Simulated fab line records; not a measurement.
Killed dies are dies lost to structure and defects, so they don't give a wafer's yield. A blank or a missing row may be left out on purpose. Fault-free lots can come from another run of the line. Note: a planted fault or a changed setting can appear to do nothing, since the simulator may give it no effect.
fab line records + flow n5Finfet + part 1 of 2: steps 1 to 4 of 6
record:
- lots: 24
- wafers: 72
- lastDay: 17
route steps=1938 shown BEOL_M11@1570 BEOL_M12@1616
lots that met no fault: from a run of the same line without faults
startH: hours from the record's first day to the start of the lot's first wafer shown + waitH: hours from the lot's prior step to this one + " repeats the value in the row above + L1.1+2: a row that stands for several wafers + - no value, or no start given + * or withheld: withheld + < > ~ a bound
route shown NAME@n: names a module that has steps shown in the file, with the first one's number in the route + usual: mean/standard deviation taken from wafers without a fault + same: alike in all rows + chamber/n: place in a boat + sites: per-site readings + _std_site: standard deviation of those values + _edge_site: mean of outer sites minus mean of inner sites + radiusMm: how far each site lies from the wafer's centre + mask NAME#n: copy n + behind: the last tool/chamber to shape the wafer + hold: the reason the lot was held/the length of the hold in hours/how it ended + device: whichever transistor did not switch (one of n, p or np) + end of line: at the end of the route, the tests of the same wafers + a step with no rows: only its recipe + killed: at the first sort, the dies lost to defects and structure; wafer yield is something else + map: a wafer's dies, x killed, . not, _ none there
set.NAME: the setting that was run; set.NAME@STEP: the one run at that earlier step + model.NAME: the simulator's own value behind a step, which no gauge read
one table for each step of the route and one row for each wafer, over a sample of lots
services: the hour from which a tool's chamber was out of use, counted from the record's first day as startH (under 0 if before that day), plus the number of hours and why
== steps ==
step: N5_BEOL_M11_INSPECT_30
recipe:
- mode: adi
- inspectInstrument: brightfield
usual:
- rawDefectCount: 434/100
| lot.wafer | tool             | chamber | startH | waitH | rawDefectCount |
|-----------|------------------|---------|--------|-------|----------------|
| L074.2    | defectInspect-02 | -       | 213.68 | 0.0   | 455            |
| L074.3    | "                | -       | "      | "     | 419            |
| L074.4    | "                | -       | "      | "     | 425            |
| L076.2    | defectInspect-01 | -       | 220.84 | 0.0   | 704            |
| L076.5    | "                | -       | "      | "     | 545            |
| L076.6    | "                | -       | "      | "     | 454            |
| L075.3    | defectInspect-01 | -       | 221.04 | 0.0   | 402            |
| L075.5    | "                | -       | "      | "     | 438            |
| L075.6    | "                | -       | "      | "     | 610            |
| L077.2    | defectInspect-02 | -       | 235.55 | 0.0   | 662            |
| L077.5    | "                | -       | "      | "     | 561            |
| L077.6    | "                | -       | "      | "     | 513            |
| L080.1    | defectInspect-01 | -       | 243.90 | 0.0   | 499            |
| L080.4    | "                | -       | "      | "     | 347            |
| L080.5    | "                | -       | "      | "     | 439            |
| L079.3    | defectInspect-01 | -       | 246.14 | 0.0   | 547            |
| L079.5    | "                | -       | "      | "     | 568            |
| L079.6    | "                | -       | "      | "     | 621            |
| L078.1    | defectInspect-02 | -       | 248.41 | 0.0   | 521            |
| L078.3    | "                | -       | "      | "     | 513            |
| L078.6    | "                | -       | "      | "     | 449            |
| L081.2    | defectInspect-01 | -       | 259.10 | 0.0   | 515            |
| L081.4    | "                | -       | "      | "     | 397            |
| L081.6    | "                | -       | "      | "     | 413            |
| L083.4    | defectInspect-02 | -       | 264.62 | 0.0   | 472            |
| L083.5    | "                | -       | "      | "     | 558            |
| L083.6    | "                | -       | "      | "     | 353            |
| L082.1    | defectInspect-02 | -       | 266.67 | 0.0   | 394            |
| L082.2    | "                | -       | "      | "     | 324            |
| L082.4    | "                | -       | "      | "     | 333            |
| L084.3    | defectInspect-02 | -       | 266.84 | 0.0   | 291            |
| L084.4    | "                | -       | "      | "     | 369            |
| L084.5    | "                | -       | "      | "     | 483            |
| L085.2    | defectInspect-01 | -       | 277.99 | 0.0   | 414            |
| L085.3    | "                | -       | "      | "     | 713            |
| L085.6    | "                | -       | "      | "     | 560            |
| L086.1    | defectInspect-01 | -       | 284.91 | 0.0   | 382            |
| L086.2    | "                | -       | "      | "     | 367            |
| L086.4    | "                | -       | "      | "     | 341            |
| L087.2    | defectInspect-01 | -       | 290.12 | 0.0   | 367            |
| L087.3    | "                | -       | "      | "     | 285            |
| L087.6    | "                | -       | "      | "     | 348            |
| L088.1    | defectInspect-02 | -       | 299.72 | 0.0   | 438            |
| L088.2    | "                | -       | "      | "     | 314            |
| L088.4    | "                | -       | "      | "     | 493            |
| L090.1    | defectInspect-01 | -       | 299.98 | 0.0   | 414            |
| L090.4    | "                | -       | "      | "     | 437            |
| L090.6    | "                | -       | "      | "     | 353            |
| L091.1    | defectInspect-02 | -       | 307.33 | 0.0   | 473            |
| L091.3    | "                | -       | "      | "     | 500            |
| L091.4    | "                | -       | "      | "     | 600            |
| L089.1    | defectInspect-01 | -       | 308.32 | 0.0   | 570            |
| L089.4    | "                | -       | "      | "     | 426            |
| L089.6    | "                | -       | "      | "     | 400            |
| L092.2    | defectInspect-02 | -       | 313.47 | 0.0   | 841            |
| L092.4    | "                | -       | "      | "     | 587            |
| L092.6    | "                | -       | "      | "     | 372            |
| L093.1    | defectInspect-01 | -       | 319.87 | 0.0   | 253            |
| L093.5    | "                | -       | "      | "     | 423            |
| L093.6    | "                | -       | "      | "     | 542            |
| L094.2    | defectInspect-02 | -       | 322.27 | 0.0   | 379            |
| L094.3    | "                | -       | "      | "     | 362            |
| L094.5    | "                | -       | "      | "     | 589            |
| L095.1    | defectInspect-01 | -       | 328.76 | 0.0   | 297            |
| L095.2    | "                | -       | "      | "     | 408            |
| L095.4    | "                | -       | "      | "     | 446            |
| L096.2    | defectInspect-02 | -       | 345.45 | 0.0   | 373            |
| L096.3    | "                | -       | "      | "     | 405            |
| L096.4    | "                | -       | "      | "     | 404            |
| L097.2    | defectInspect-02 | -       | 358.27 | 0.0   | 328            |
| L097.3    | "                | -       | "      | "     | 257            |
| L097.6    | "                | -       | "      | "     | 362            |
step: N5_BEOL_M11_STRIP_36
recipe:
- chemistry: N2/H2
- powerW: 450
- tempC: 40
- pressureMtorr: 20
- rfFrequencyHz: 6e+07
- overashFraction: 0.3
- biasPowerW: 7
- h2Frac: 0.5
- n2FlowSccm: 200
- h2FlowSccm: 200
usual:
- drypumpMotorCurrentA: 5.7/0.57
- oesProductAu: 0.79/0.09
- rfVppV: 59.0/1.8
- showerheadPlenumPTorr: 2.53/0.11
- throttleValvePct: 23.6/0.38
| lot.wafer | tool       | chamber | startH | waitH | drypumpMotorCurrentA | oesProductAu | rfHoursCounterH | rfVppV | showerheadPlenumPTorr | throttleValvePct |
|-----------|------------|---------|--------|-------|----------------------|--------------|-----------------|--------|-----------------------|------------------|
| L074.2    | rieDiel-05 | 3       | 214.21 | 0.0   | 5.8                  | 0.70         | 220             | 60.7   | 2.60                  | 23.0             |
| L074.3    | "          | 0       | "      | "     | 5.6                  | 0.75         | 129             | 59.6   | 2.34                  | 23.6             |
| L074.4    | "          | 1       | "      | "     | 6.2                  | 0.82         | 69              | 60.2   | 2.69                  | 23.4             |
| L076.2    | rieDiel-01 | 2       | 221.14 | 0.0   | 5.0                  | 0.67         | 246             | 59.1   | 2.50                  | 24.3             |
| L076.5    | "          | 2       | "      | "     | 5.0                  | 0.66         | -               | 59.0   | 2.50                  | 24.4             |
| L076.6    | "          | 0       | "      | "     | 4.9                  | 0.84         | -               | 57.7   | 2.59                  | 24.1             |
| L075.3    | rieDiel-05 | 2       | 221.38 | 0.0   | 6.7                  | 0.80         | 114             | 58.8   | 2.66                  | 23.3             |
| L075.5    | "          | 0       | "      | "     | 5.6                  | 0.76         | -               | 59.6   | 2.34                  | 23.7             |
| L075.6    | "          | 3       | "      | "     | 5.8                  | 0.70         | -               | 60.1   | 2.60                  | 23.0             |
| L077.2    | rieDiel-05 | 3       | 235.89 | 0.0   | 5.8                  | 0.69         | 227             | 61.0   | 2.60                  | 22.9             |
| L077.5    | "          | 0       | "      | "     | 5.6                  | 0.75         | -               | 58.7   | 2.34                  | 23.6             |
| L077.6    | "          | 1       | "      | "     | 6.1                  | 0.81         | -               | 55.4   | 2.69                  | 23.4             |
| L080.1    | rieDiel-05 | 1       | 244.21 | 0.0   | 6.1                  | 0.80         | 78              | 57.9   | 2.69                  | 23.4             |
| L080.4    | "          | 0       | "      | "     | 5.6                  | 0.76         | 138             | 59.2   | 2.34                  | 23.6             |
| L080.5    | "          | 2       | "      | "     | 6.8                  | 0.79         | -               | 58.7   | 2.66                  | 23.3             |
| L079.3    | rieDiel-05 | 2       | 246.45 | 0.0   | 6.7                  | 0.80         | 121             | 59.2   | 2.66                  | 23.3             |
| L079.5    | "          | 0       | "      | "     | 5.7                  | 0.76         | -               | 58.4   | 2.34                  | 23.7             |
| L079.6    | "          | 3       | "      | "     | 5.8                  | 0.69         | -               | 60.1   | 2.60                  | 23.0             |
| L078.1    | rieDiel-01 | 2       | 248.72 | 0.0   | 5.0                  | 1.02         | 1               | 56.3   | 2.50                  | 24.0             |
| L078.3    | "          | 0       | "      | "     | 4.9                  | 0.82         | 83              | 60.2   | 2.58                  | 24.1             |
| L078.6    | "          | 2       | "      | "     | 5.0                  | 1.02         | -               | 61.2   | 2.50                  | 24.0             |
| L081.2    | rieDiel-03 | 0       | 259.40 | 0.0   | 5.9                  | 0.72         | 186             | 60.4   | 2.53                  | 24.1             |
| L081.4    | "          | 1       | "      | "     | 6.1                  | 0.86         | -               | 59.1   | 2.49                  | 23.9             |
| L081.6    | "          | 2       | "      | "     | 5.0                  | 0.73         | -               | 59.4   | 2.40                  | 23.0             |
| L083.4    | rieDiel-01 | 1       | 265.01 | 0.0   | 5.8                  | 0.81         | 69              | 54.6   | 2.57                  | 23.6             |
| L083.5    | "          | 2       | "      | "     | 5.0                  | 0.99         | -               | 57.1   | 2.50                  | 24.0             |
| L083.6    | "          | 3       | "      | "     | 5.4                  | 0.67         | -               | 57.4   | 2.42                  | 23.8             |
| L082.1    | rieDiel-01 | 1       | 266.97 | 0.0   | 5.8                  | 0.81         | 70              | 59.6   | 2.57                  | 23.5             |
| L082.2    | "          | 2       | "      | "     | 5.0                  | 0.97         | 6               | 59.1   | 2.50                  | 24.0             |
| L082.4    | "          | 3       | "      | "     | 5.4                  | 0.66         | 230             | 59.8   | 2.42                  | 23.8             |
| L084.3    | rieDiel-03 | 2       | 267.29 | 0.0   | 5.1                  | 0.74         | 186             | 59.8   | 2.40                  | 23.1             |
| L084.4    | "          | 2       | "      | "     | 5.0                  | 0.74         | -               | 58.0   | 2.40                  | 23.1             |
| L084.5    | "          | 0       | "      | "     | 5.9                  | 0.72         | -               | 56.2   | 2.53                  | 24.1             |
| L085.2    | rieDiel-01 | 1       | 278.79 | 0.0   | 5.8                  | 0.81         | 74              | 56.0   | 2.56                  | 23.5             |
| L085.3    | "          | 2       | "      | "     | 5.0                  | 0.97         | 10              | 60.6   | 2.49                  | 24.0             |
| L085.6    | "          | 2       | "      | "     | 5.0                  | 0.97         | -               | 56.9   | 2.49                  | 24.0             |
| L086.1    | rieDiel-01 | 3       | 285.22 | 0.0   | 5.4                  | 0.67         | 236             | 58.3   | 2.42                  | 23.8             |
| L086.2    | "          | 0       | "      | "     | 4.9                  | 0.81         | 94              | 59.8   | 2.58                  | 24.1             |
| L086.4    | "          | 2       | "      | "     | 5.0                  | 0.96         | 13              | 58.0   | 2.49                  | 24.0             |
| L087.2    | rieDiel-01 | 1       | 290.43 | 0.0   | 5.8                  | 0.83         | 78              | 58.1   | 2.56                  | 23.6             |
| L087.3    | "          | 3       | "      | "     | 5.3                  | 0.68         | 238             | 54.5   | 2.42                  | 23.8             |
| L087.6    | "          | 2       | "      | "     | 5.0                  | 0.96         | -               | 61.0   | 2.49                  | 24.0             |
| L088.1    | rieDiel-05 | 0       | 300.18 | 0.0   | 5.6                  | 0.73         | 156             | 57.4   | 2.33                  | 23.7             |
| L088.2    | "          | 3       | "      | "     | 5.8                  | 0.68         | 248             | 58.0   | 2.59                  | 23.0             |
| L088.4    | "          | 1       | "      | "     | 6.1                  | 0.78         | 95              | 58.4   | 2.68                  | 23.4             |
| L090.1    | rieDiel-05 | 0       | 300.64 | 0.0   | 5.6                  | 0.73         | 156             | 57.1   | 2.33                  | 23.7             |
| L090.4    | "          | 1       | "      | "     | 6.1                  | 0.78         | 95              | 61.5   | 2.68                  | 23.4             |
| L090.6    | "          | 2       | "      | "     | 6.8                  | 0.78         | -               | 58.8   | 2.65                  | 23.3             |
| L091.1    | rieDiel-03 | 3       | 307.68 | 0.0   | 5.4                  | 0.93         | 13              | 60.7   | 2.60                  | 23.4             |
| L091.3    | "          | 0       | "      | "     | 5.9                  | 0.70         | 202             | 62.0   | 2.53                  | 24.1             |
| L091.4    | "          | 2       | "      | "     | 5.1                  | 0.74         | 200             | 60.6   | 2.40                  | 23.1             |
| L089.1    | rieDiel-03 | 1       | 308.62 | 0.0   | 6.1                  | 0.84         | 84              | 55.7   | 2.48                  | 24.0             |
| L089.4    | "          | 0       | "      | "     | 6.0                  | 0.72         | 202             | 57.7   | 2.53                  | 24.1             |
| L089.6    | "          | 0       | "      | "     | 5.9                  | 0.71         | -               | 62.2   | 2.53                  | 24.1             |
| L092.2    | rieDiel-01 | 3       | 313.77 | 0.0   | 5.4                  | 0.66         | 245             | 58.2   | 2.41                  | 23.8             |
| L092.4    | "          | 0       | "      | "     | 4.9                  | 0.82         | 104             | 60.5   | 2.57                  | 24.1             |
| L092.6    | "          | 3       | "      | "     | 5.4                  | 0.66         | -               | 62.5   | 2.41                  | 23.8             |
| L093.1    | rieDiel-05 | 0       | 320.18 | 0.0   | 5.6                  | 0.73         | 163             | 58.4   | 2.33                  | 23.7             |
| L093.5    | "          | 0       | "      | "     | 5.6                  | 0.75         | -               | 57.3   | 2.33                  | 23.7             |
| L093.6    | "          | 2       | "      | "     | 6.8                  | 0.78         | -               | 58.5   | 2.65                  | 23.4             |
| L094.2    | rieDiel-05 | 0       | 322.58 | 0.0   | 5.6                  | 0.72         | 164             | 59.2   | 2.33                  | 23.7             |
| L094.3    | "          | 1       | "      | "     | 6.1                  | 0.79         | 103             | 55.8   | 2.68                  | 23.4             |
| L094.5    | "          | 0       | "      | "     | 5.6                  | 0.71         | -               | 60.7   | 2.33                  | 23.7             |
| L095.1    | rieDiel-01 | 2       | 329.07 | 0.0   | 5.0                  | 0.93         | 25              | 56.6   | 2.49                  | 24.0             |
| L095.2    | "          | 3       | "      | "     | 5.4                  | 0.65         | 249             | 59.3   | 2.41                  | 23.8             |
| L095.4    | "          | 2       | "      | "     | 5.0                  | 0.93         | -               | 62.4   | 2.49                  | 24.0             |
| L096.2    | rieDiel-05 | 1       | 345.76 | 0.0   | 6.1                  | 0.76         | 110             | 58.7   | 2.67                  | 23.4             |
| L096.3    | "          | 2       | "      | "     | 6.8                  | 0.75         | 154             | 58.8   | 2.65                  | 23.3             |
| L096.4    | "          | 3       | "      | "     | 5.8                  | 0.90         | 6               | 59.0   | 2.59                  | 22.7             |
| L097.2    | rieDiel-05 | 0       | 358.57 | 0.0   | 5.6                  | 0.72         | 175             | 61.0   | 2.32                  | 23.7             |
| L097.3    | "          | 2       | "      | "     | 6.8                  | 0.75         | 158             | 55.2   | 2.64                  | 23.4             |
| L097.6    | "          | 3       | "      | "     | 5.8                  | 0.91         | -               | 58.0   | 2.58                  | 22.7             |
step: N5_BEOL_M11_PRE_CLEAN_45
recipe:
- gas: H2/He
- timeS: 30
- tempC: 250
usual:
- heaterPowerW: 331/24
same:
- timeS: 30
| lot.wafer | tool          | chamber | startH | waitH | heaterPowerW |
|-----------|---------------|---------|--------|-------|--------------|
| L074.2    | pvdSputter-03 | -       | 215.82 | 0.0   | 359          |
| L074.3    | "             | -       | "      | "     | 309          |
| L074.4    | "             | -       | "      | "     | 357          |
| L076.2    | pvdSputter-02 | -       | 222.22 | 0.0   | 352          |
| L076.5    | "             | -       | "      | "     | 312          |
| L076.6    | "             | -       | "      | "     | 299          |
| L075.3    | pvdSputter-01 | -       | 222.41 | 0.0   | 326          |
| L075.5    | "             | -       | "      | "     | 363          |
| L075.6    | "             | -       | "      | "     | 349          |
| L077.2    | pvdSputter-01 | -       | 237.95 | 0.0   | 347          |
| L077.5    | "             | -       | "      | "     | 351          |
| L077.6    | "             | -       | "      | "     | 321          |
| L080.1    | pvdSputter-03 | -       | 245.36 | 0.0   | 366          |
| L080.4    | "             | -       | "      | "     | 307          |
| L080.5    | "             | -       | "      | "     | 363          |
| L079.3    | pvdSputter-02 | -       | 248.21 | 0.0   | 318          |
| L079.5    | "             | -       | "      | "     | 349          |
| L079.6    | "             | -       | "      | "     | 314          |
| L078.1    | pvdSputter-03 | -       | 249.69 | 0.0   | 342          |
| L078.3    | "             | -       | "      | "     | 353          |
| L078.6    | "             | -       | "      | "     | 333          |
| L081.2    | pvdSputter-01 | -       | 260.30 | 0.0   | 346          |
| L081.4    | "             | -       | "      | "     | 293          |
| L081.6    | "             | -       | "      | "     | 293          |
| L083.4    | pvdSputter-01 | -       | 266.06 | 0.0   | 375          |
| L083.5    | "             | -       | "      | "     | 356          |
| L083.6    | "             | -       | "      | "     | 293          |
| L082.1    | pvdSputter-01 | -       | 267.78 | 0.0   | 298          |
| L082.2    | "             | -       | "      | "     | 357          |
| L082.4    | "             | -       | "      | "     | 369          |
| L084.3    | pvdSputter-02 | -       | 268.14 | 0.0   | 320          |
| L084.4    | "             | -       | "      | "     | 318          |
| L084.5    | "             | -       | "      | "     | 354          |
| L085.2    | pvdSputter-03 | -       | 279.60 | 0.0   | 311          |
| L085.3    | "             | -       | "      | "     | 355          |
| L085.6    | "             | -       | "      | "     | 340          |
| L086.1    | pvdSputter-01 | -       | 287.23 | 0.0   | 293          |
| L086.2    | "             | -       | "      | "     | 329          |
| L086.4    | "             | -       | "      | "     | 348          |
| L087.2    | pvdSputter-02 | -       | 291.39 | 0.0   | 311          |
| L087.3    | "             | -       | "      | "     | 309          |
| L087.6    | "             | -       | "      | "     | 317          |
| L088.1    | pvdSputter-03 | -       | 300.97 | 0.0   | 366          |
| L088.2    | "             | -       | "      | "     | 304          |
| L088.4    | "             | -       | "      | "     | 322          |
| L090.1    | pvdSputter-02 | -       | 302.49 | 0.0   | 326          |
| L090.4    | "             | -       | "      | "     | 298          |
| L090.6    | "             | -       | "      | "     | 294          |
| L091.1    | pvdSputter-01 | -       | 309.12 | 0.0   | 340          |
| L091.3    | "             | -       | "      | "     | 318          |
| L091.4    | "             | -       | "      | "     | 357          |
| L089.1    | pvdSputter-03 | -       | 309.42 | 0.0   | 368          |
| L089.4    | "             | -       | "      | "     | 354          |
| L089.6    | "             | -       | "      | "     | 343          |
| L092.2    | pvdSputter-02 | -       | 314.81 | 0.0   | 306          |
| L092.4    | "             | -       | "      | "     | 354          |
| L092.6    | "             | -       | "      | "     | 318          |
| L093.1    | pvdSputter-03 | -       | 321.23 | 0.0   | 342          |
| L093.5    | "             | -       | "      | "     | 305          |
| L093.6    | "             | -       | "      | "     | 359          |
| L094.2    | pvdSputter-01 | -       | 323.75 | 0.0   | 291          |
| L094.3    | "             | -       | "      | "     | 327          |
| L094.5    | "             | -       | "      | "     | 319          |
| L095.1    | pvdSputter-01 | -       | 330.69 | 0.0   | 323          |
| L095.2    | "             | -       | "      | "     | 362          |
| L095.4    | "             | -       | "      | "     | 344          |
| L096.2    | pvdSputter-01 | -       | 346.54 | 0.0   | 297          |
| L096.3    | "             | -       | "      | "     | 370          |
| L096.4    | "             | -       | "      | "     | 328          |
| L097.2    | pvdSputter-01 | -       | 359.41 | 0.0   | 324          |
| L097.3    | "             | -       | "      | "     | 294          |
| L097.6    | "             | -       | "      | "     | 326          |
step: N5_BEOL_M12_ETCH_59
recipe:
- chemistry: N2/H2
- target: BARC
- targetDepthA: 890
- overetchA: 267
- timeS: 67.9
- ionEnergyEv: 200
- pressureMtorr: 30
- sourceW: 840
- biasW: 150
- n2FlowSccm: 200
- h2FlowSccm: 200
usual:
- drypumpMotorCurrentA: 5.7/0.4
- oesProductAu: 0.68/0.073
- rfVppV: 523.9/2.5
- showerheadPlenumPTorr: 2.54/0.082
- throttleValvePct: 17.94/0.18
same:
- timeS: 67.9
| lot.wafer | tool       | chamber | startH | waitH | drypumpMotorCurrentA | oesProductAu | rfHoursCounterH | rfVppV | showerheadPlenumPTorr | throttleValvePct |
|-----------|------------|---------|--------|-------|----------------------|--------------|-----------------|--------|-----------------------|------------------|
| L074.2    | rieDiel-04 | 0       | 219.95 | 0.0   | 6.2                  | 0.66         | 118             | 520.0  | 2.44                  | 17.73            |
| L074.3    | "          | 3       | "      | "     | 5.7                  | 0.61         | 213             | 523.1  | 2.51                  | 18.19            |
| L074.4    | "          | 2       | "      | "     | 6.4                  | 0.62         | 199             | 521.9  | 2.43                  | 17.90            |
| L076.2    | rieDiel-02 | 1       | 225.56 | 0.0   | 5.5                  | 0.61         | 216             | 525.7  | 2.63                  | 18.17            |
| L076.5    | "          | 0       | "      | "     | 5.3                  | 0.72         | -               | 524.3  | 2.58                  | 18.10            |
| L076.6    | "          | 1       | "      | "     | 5.6                  | 0.61         | -               | 525.4  | 2.63                  | 18.17            |
| L075.3    | rieDiel-02 | 1       | 226.02 | 0.0   | 5.6                  | 0.60         | 217             | 524.2  | 2.63                  | 18.17            |
| L075.5    | "          | 3       | "      | "     | 5.7                  | 0.70         | -               | 527.9  | 2.67                  | 17.83            |
| L075.6    | "          | 2       | "      | "     | 5.0                  | 0.61         | -               | 524.5  | 2.51                  | 17.98            |
| L077.2    | rieDiel-04 | 3       | 240.15 | 0.0   | 5.6                  | 0.61         | 222             | 523.7  | 2.51                  | 18.19            |
| L077.5    | "          | 0       | "      | "     | 6.1                  | 0.66         | -               | 520.8  | 2.43                  | 17.75            |
| L077.6    | "          | 1       | "      | "     | 5.4                  | 0.72         | -               | 525.7  | 2.57                  | 17.96            |
| L080.1    | rieDiel-04 | 1       | 247.65 | 0.0   | 5.4                  | 0.71         | 81              | 524.6  | 2.57                  | 17.96            |
| L080.4    | "          | 3       | "      | "     | 5.7                  | 0.60         | 224             | 522.6  | 2.51                  | 18.21            |
| L080.5    | "          | 0       | "      | "     | 6.1                  | 0.65         | -               | 521.2  | 2.43                  | 17.76            |
| L079.3    | rieDiel-04 | 2       | 251.07 | 0.0   | 6.4                  | 0.62         | 211             | 520.5  | 2.43                  | 17.94            |
| L079.5    | "          | 2       | "      | "     | 6.4                  | 0.61         | -               | 519.9  | 2.43                  | 17.93            |
| L079.6    | "          | 3       | "      | "     | 5.7                  | 0.61         | -               | 522.6  | 2.51                  | 18.21            |
| L078.1    | rieDiel-06 | 3       | 252.12 | 0.0   | 5.9                  | 0.81         | 8               | 523.4  | 2.49                  | 18.02            |
| L078.3    | "          | 2       | "      | "     | 5.3                  | 0.60         | 242             | 520.3  | 2.40                  | 18.17            |
| L078.6    | "          | 3       | "      | "     | 5.9                  | 0.81         | -               | 522.0  | 2.49                  | 18.00            |
| L081.2    | rieDiel-02 | 3       | 262.66 | 0.0   | 5.8                  | 0.69         | 86              | 529.5  | 2.67                  | 17.86            |
| L081.4    | "          | 0       | "      | "     | 5.3                  | 0.70         | 74              | 526.5  | 2.58                  | 18.11            |
| L081.6    | "          | 2       | "      | "     | 5.0                  | 0.59         | -               | 522.0  | 2.50                  | 17.98            |
| L083.4    | rieDiel-06 | 3       | 268.61 | 0.0   | 5.9                  | 0.79         | 14              | 522.8  | 2.49                  | 18.00            |
| L083.5    | "          | 1       | "      | "     | 6.1                  | 0.80         | -               | 524.5  | 2.59                  | 17.69            |
| L083.6    | "          | 0       | "      | "     | 6.0                  | 0.80         | -               | 525.4  | 2.57                  | 17.59            |
| L082.1    | rieDiel-02 | 0       | 272.24 | 0.0   | 5.3                  | 0.70         | 78              | 525.3  | 2.58                  | 18.14            |
| L082.2    | "          | 1       | "      | "     | 5.5                  | 0.60         | 234             | 526.6  | 2.62                  | 18.19            |
| L082.4    | "          | 3       | "      | "     | 5.8                  | 0.69         | -               | 527.3  | 2.67                  | 17.88            |
| L084.3    | rieDiel-04 | 0       | 272.34 | 0.0   | 6.2                  | 0.64         | 139             | 522.5  | 2.43                  | 17.79            |
| L084.4    | "          | 1       | "      | "     | 5.4                  | 0.71         | 90              | 526.0  | 2.56                  | 17.98            |
| L084.5    | "          | 2       | "      | "     | 6.4                  | 0.60         | -               | 519.5  | 2.42                  | 17.95            |
| L085.2    | rieDiel-06 | 0       | 282.27 | 0.0   | 6.0                  | 0.79         | 25              | 524.4  | 2.56                  | 17.60            |
| L085.3    | "          | 3       | "      | "     | 5.9                  | 0.79         | 19              | 521.4  | 2.49                  | 18.03            |
| L085.6    | "          | 1       | "      | "     | 6.1                  | 0.80         | -               | 525.7  | 2.59                  | 17.68            |
| L086.1    | rieDiel-02 | 2       | 289.93 | 0.0   | 5.0                  | 0.60         | 236             | 522.7  | 2.50                  | 18.02            |
| L086.2    | "          | 3       | "      | "     | 5.7                  | 0.68         | 98              | 526.8  | 2.66                  | 17.87            |
| L086.4    | "          | 1       | "      | "     | 5.6                  | 0.59         | 243             | 525.5  | 2.62                  | 18.21            |
| L087.2    | rieDiel-04 | 3       | 294.06 | 0.0   | 5.6                  | 0.59         | 241             | 523.6  | 2.50                  | 18.22            |
| L087.3    | "          | 1       | "      | "     | 5.4                  | 0.70         | 98              | 523.8  | 2.56                  | 17.98            |
| L087.6    | "          | 0       | "      | "     | 6.1                  | 0.64         | -               | 519.6  | 2.43                  | 17.79            |
| L088.1    | rieDiel-06 | 3       | 303.90 | 0.0   | 6.0                  | 0.77         | 29              | 521.8  | 2.48                  | 18.05            |
| L088.2    | "          | 0       | "      | "     | 5.9                  | 0.77         | 33              | 527.0  | 2.56                  | 17.61            |
| L088.4    | "          | 1       | "      | "     | 6.1                  | 0.77         | 19              | 524.7  | 2.58                  | 17.69            |
| L090.1    | rieDiel-04 | 0       | 304.82 | 0.0   | 6.2                  | 0.63         | 152             | 521.2  | 2.42                  | 17.80            |
| L090.4    | "          | 3       | "      | "     | 5.7                  | 0.59         | 246             | 522.9  | 2.50                  | 18.24            |
| L090.6    | "          | 1       | "      | "     | 5.4                  | 0.70         | -               | 524.7  | 2.56                  | 18.01            |
| L091.1    | rieDiel-02 | 3       | 311.42 | 0.0   | 5.8                  | 0.67         | 107             | 528.1  | 2.66                  | 17.90            |
| L091.3    | "          | 2       | "      | "     | 5.0                  | 0.59         | 245             | 523.5  | 2.49                  | 18.03            |
| L091.4    | "          | 3       | "      | "     | 5.7                  | 0.67         | -               | 527.5  | 2.66                  | 17.89            |
| L089.1    | rieDiel-02 | 2       | 312.20 | 0.0   | 5.0                  | 0.59         | 245             | 523.0  | 2.49                  | 18.02            |
| L089.4    | "          | 0       | "      | "     | 5.3                  | 0.69         | -               | 525.0  | 2.57                  | 18.14            |
| L089.6    | "          | 3       | "      | "     | 5.8                  | 0.67         | -               | 527.8  | 2.66                  | 17.90            |
| L092.2    | rieDiel-02 | 0       | 317.11 | 0.0   | 5.3                  | 0.68         | 98              | 524.7  | 2.57                  | 18.17            |
| L092.4    | "          | 0       | "      | "     | 5.3                  | 0.69         | -               | 525.7  | 2.57                  | 18.15            |
| L092.6    | "          | 2       | "      | "     | 5.0                  | 0.59         | -               | 523.8  | 2.49                  | 18.02            |
| L093.1    | rieDiel-04 | 1       | 324.14 | 0.0   | 5.4                  | 0.69         | 110             | 523.2  | 2.55                  | 18.02            |
| L093.5    | "          | 1       | "      | "     | 5.4                  | 0.69         | -               | 523.8  | 2.55                  | 18.02            |
| L093.6    | "          | 2       | "      | "     | 6.4                  | 0.60         | -               | 519.3  | 2.42                  | 17.96            |
| L094.2    | rieDiel-06 | 1       | 326.31 | 0.0   | 6.1                  | 0.76         | 28              | 525.5  | 2.58                  | 17.70            |
| L094.3    | "          | 2       | "      | "     | 5.3                  | 0.78         | 13              | 527.9  | 2.71                  | 17.77            |
| L094.5    | "          | 3       | "      | "     | 6.0                  | 0.76         | -               | 523.4  | 2.48                  | 18.05            |
| L095.1    | rieDiel-06 | 3       | 333.33 | 0.0   | 5.9                  | 0.75         | 38              | 521.9  | 2.48                  | 18.06            |
| L095.2    | "          | 2       | "      | "     | 5.3                  | 0.79         | 15              | 528.2  | 2.71                  | 17.77            |
| L095.4    | "          | 1       | "      | "     | 6.1                  | 0.75         | 30              | 523.2  | 2.58                  | 17.73            |
| L096.2    | rieDiel-02 | 0       | 350.97 | 0.0   | 5.3                  | 0.67         | 112             | 523.3  | 2.56                  | 18.17            |
| L096.3    | "          | 1       | "      | "     | 5.5                  | 0.80         | 10              | 525.7  | 2.61                  | 17.80            |
| L096.4    | "          | 2       | "      | "     | 5.0                  | 0.83         | 3               | 521.6  | 2.49                  | 17.63            |
| L097.2    | rieDiel-04 | 0       | 362.01 | 0.0   | 6.2                  | 0.63         | 173             | 520.9  | 2.42                  | 17.84            |
| L097.3    | "          | 1       | "      | "     | 5.4                  | 0.68         | 125             | 525.1  | 2.55                  | 18.04            |
| L097.6    | "          | 0       | "      | "     | 6.2                  | 0.62         | -               | 521.0  | 2.42                  | 17.82            |
